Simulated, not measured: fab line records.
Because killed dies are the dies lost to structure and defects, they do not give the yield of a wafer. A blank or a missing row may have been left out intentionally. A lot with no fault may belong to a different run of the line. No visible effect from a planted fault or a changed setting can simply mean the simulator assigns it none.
Chamber matching ; flow nand-harc ; pecvd-04 running NHARC_A_CONTACT_DEP_58: 3 sister chambers
The step deposits SiON, target thk 90 nm. 14 wafers are shown with their chamber, then 7 later ones without.

== WAFERS WITH THEIR CHAMBER ==
wafer;chamber;showerhead-vpp-V (V);heater-power-w (W);chamber-pressure-Torr (Torr)
L295.1;0;1263;716;3.502
L295.2;1;1181;832;3.507
L295.6;0;1276;716;3.493
L293.2;1;1175;889;3.508
L293.3;2;1275;766;3.494
L293.4;2;1271;777;3.505
L300.1;2;1260;771;3.501
L300.2;0;1278;710;3.504
L300.4;2;1254;615;3.498
L304.2;1;1183;866;3.498
L304.5;2;1268;757;3.511
L304.6;0;1256;756;3.494
L302.1;2;1273;755;3.494
L302.2;1;1166;890;3.504

SIGNATURES (means of the wafers above)
reading;chamber 0;chamber 1;chamber 2;scatter within a chamber
showerhead-vpp-V;1268.25;1176.25;1266.83;8.75
heater-power-w;724.50;869.25;740.17;45.4
chamber-pressure-Torr;3.49825;3.50425;3.50050;0.00584
Rule: for a wafer and a chamber, the distance is found by dividing, reading by reading, the gap between the wafer's reading and the chamber's mean by the reading's scatter, squaring, summing and taking the root. The wafer belongs to the nearest chamber; if the next one is less than 2 further off, it can't be placed. The scatter is the square root of a quotient: the sum, over the shown wafers, of each reading's squared deviation from its chamber's mean, divided by wafers minus chambers.

== WAFERS MISSING THEIR CHAMBER ==
wafer;showerhead-vpp-V (V);heater-power-w (W);chamber-pressure-Torr (Torr)
L302.5;1288;663;3.487
L308.1;1245;736;3.500
L308.2;1188;873;3.490
L308.3;1271;639;3.489
L310.4;1268;685;3.504
L310.5;1258;752;3.504
L310.6;1186;902;3.497

== CHAMBER TAKEN BY EACH ==
wafer;from the rows above;in truth
L302.5;can't be placed: 0 or 2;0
L308.1;can't be placed: 2 or 0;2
L308.2;1;1
L308.3;can't be placed: 0 or 2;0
L310.4;can't be placed: 0 or 2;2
L310.5;can't be placed: 2 or 0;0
L310.6;1;1
Correctly placed: 2 of 7. Cannot be placed on the basis of these rows: 5; the candidates contain the true chamber in 5. Number placed wrongly: 0.
